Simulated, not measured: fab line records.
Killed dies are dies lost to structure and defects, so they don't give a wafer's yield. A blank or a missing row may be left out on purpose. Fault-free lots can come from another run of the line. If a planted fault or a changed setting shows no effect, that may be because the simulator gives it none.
Chamber matching || flow n5 finfet || 4 sister chambers for N5_BEOL_M9_ETCH_62 on rie diel-05
The step etches SOC in N2/H2, target depth 110 nm, overetch 22 nm, time 165 s. 16 wafers are shown with their chamber, then 8 later ones without.

WAFERS WITH THEIR CHAMBER
{"wafer": "L074.1", "chamber": 2, "drypump motor current A (A)": 5.0, "showerhead plenum p Torr (Torr)": 2.41, "oes product au (a.u.)": 0.62}
{"wafer": "L074.3", "chamber": 1, "drypump motor current A (A)": 6.0, "showerhead plenum p Torr (Torr)": 2.53, "oes product au (a.u.)": 0.63}
{"wafer": "L074.5", "chamber": 2, "drypump motor current A (A)": 5.0, "showerhead plenum p Torr (Torr)": 2.41, "oes product au (a.u.)": 0.62}
{"wafer": "L075.1", "chamber": 0, "drypump motor current A (A)": 6.1, "showerhead plenum p Torr (Torr)": 2.61, "oes product au (a.u.)": 0.58}
{"wafer": "L075.4", "chamber": 1, "drypump motor current A (A)": 6.0, "showerhead plenum p Torr (Torr)": 2.53, "oes product au (a.u.)": 0.63}
{"wafer": "L075.6", "chamber": 2, "drypump motor current A (A)": 5.0, "showerhead plenum p Torr (Torr)": 2.41, "oes product au (a.u.)": 0.62}
{"wafer": "L080.1", "chamber": 2, "drypump motor current A (A)": 5.0, "showerhead plenum p Torr (Torr)": 2.40, "oes product au (a.u.)": 0.61}
{"wafer": "L080.3", "chamber": 1, "drypump motor current A (A)": 6.0, "showerhead plenum p Torr (Torr)": 2.52, "oes product au (a.u.)": 0.63}
{"wafer": "L080.4", "chamber": 0, "drypump motor current A (A)": 6.1, "showerhead plenum p Torr (Torr)": 2.61, "oes product au (a.u.)": 0.58}
{"wafer": "L083.1", "chamber": 2, "drypump motor current A (A)": 5.1, "showerhead plenum p Torr (Torr)": 2.40, "oes product au (a.u.)": 0.61}
{"wafer": "L083.2", "chamber": 3, "drypump motor current A (A)": 5.8, "showerhead plenum p Torr (Torr)": 2.59, "oes product au (a.u.)": 0.78}
{"wafer": "L083.3", "chamber": 0, "drypump motor current A (A)": 6.1, "showerhead plenum p Torr (Torr)": 2.60, "oes product au (a.u.)": 0.57}
{"wafer": "L085.3", "chamber": 1, "drypump motor current A (A)": 6.0, "showerhead plenum p Torr (Torr)": 2.52, "oes product au (a.u.)": 0.62}
{"wafer": "L085.5", "chamber": 2, "drypump motor current A (A)": 5.1, "showerhead plenum p Torr (Torr)": 2.40, "oes product au (a.u.)": 0.60}
{"wafer": "L085.6", "chamber": 3, "drypump motor current A (A)": 5.8, "showerhead plenum p Torr (Torr)": 2.59, "oes product au (a.u.)": 0.78}
{"wafer": "L092.2", "chamber": 2, "drypump motor current A (A)": 5.1, "showerhead plenum p Torr (Torr)": 2.39, "oes product au (a.u.)": 0.59}

SIGNATURES (averages over the wafers above)
{"reading": "drypump motor current A", "chamber 0": 6.100, "chamber 1": 6.000, "chamber 2": 5.043, "chamber 3": 5.800, "scatter within a chamber": 0.0378}
{"reading": "showerhead plenum p Torr", "chamber 0": 2.6067, "chamber 1": 2.5250, "chamber 2": 2.4029, "chamber 3": 2.5900, "scatter within a chamber": 0.00652}
{"reading": "oes product au", "chamber 0": 0.5767, "chamber 1": 0.6275, "chamber 2": 0.6100, "chamber 3": 0.7800, "scatter within a chamber": 0.00886}
Rule: a wafer's distance from a chamber is the root of the sum, over the readings, of the square of ((its reading less the chamber's mean) divided by the reading's scatter). If the next closest chamber is less than 2 further off than the closest, the wafer can't be placed; otherwise it belongs to the closest. How the scatter is found: for the shown wafers, subtract from each reading the mean of its chamber, square and add these, divide the total by (wafers less chambers), then take the root.

WAFERS WITH NO CHAMBER GIVEN
{"wafer": "L092.3", "drypump motor current A (A)": 6.1, "showerhead plenum p Torr (Torr)": 2.60, "oes product au (a.u.)": 0.82}
{"wafer": "L092.6", "drypump motor current A (A)": 5.0, "showerhead plenum p Torr (Torr)": 2.39, "oes product au (a.u.)": 0.60}
{"wafer": "L095.2", "drypump motor current A (A)": 5.8, "showerhead plenum p Torr (Torr)": 2.58, "oes product au (a.u.)": 0.75}
{"wafer": "L095.4", "drypump motor current A (A)": 5.0, "showerhead plenum p Torr (Torr)": 2.39, "oes product au (a.u.)": 0.59}
{"wafer": "L095.5", "drypump motor current A (A)": 5.0, "showerhead plenum p Torr (Torr)": 2.39, "oes product au (a.u.)": 0.59}
{"wafer": "L097.1", "drypump motor current A (A)": 5.1, "showerhead plenum p Torr (Torr)": 2.39, "oes product au (a.u.)": 0.59}
{"wafer": "L097.3", "drypump motor current A (A)": 6.0, "showerhead plenum p Torr (Torr)": 2.51, "oes product au (a.u.)": 0.61}
{"wafer": "L097.4", "drypump motor current A (A)": 6.1, "showerhead plenum p Torr (Torr)": 2.60, "oes product au (a.u.)": 0.80}

THE CHAMBER EACH PASSED THROUGH
{"wafer": "L092.3", "from the rows above": 3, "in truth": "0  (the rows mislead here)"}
{"wafer": "L092.6", "from the rows above": 2, "in truth": 2}
{"wafer": "L095.2", "from the rows above": 3, "in truth": 3}
{"wafer": "L095.4", "from the rows above": 2, "in truth": 2}
{"wafer": "L095.5", "from the rows above": 2, "in truth": 2}
{"wafer": "L097.1", "from the rows above": 2, "in truth": 2}
{"wafer": "L097.3", "from the rows above": 1, "in truth": 1}
{"wafer": "L097.4", "from the rows above": 3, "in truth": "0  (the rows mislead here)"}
Correct placement for 6 of the 8. From these rows, 0 cannot be placed. Wrongly placed: 2.
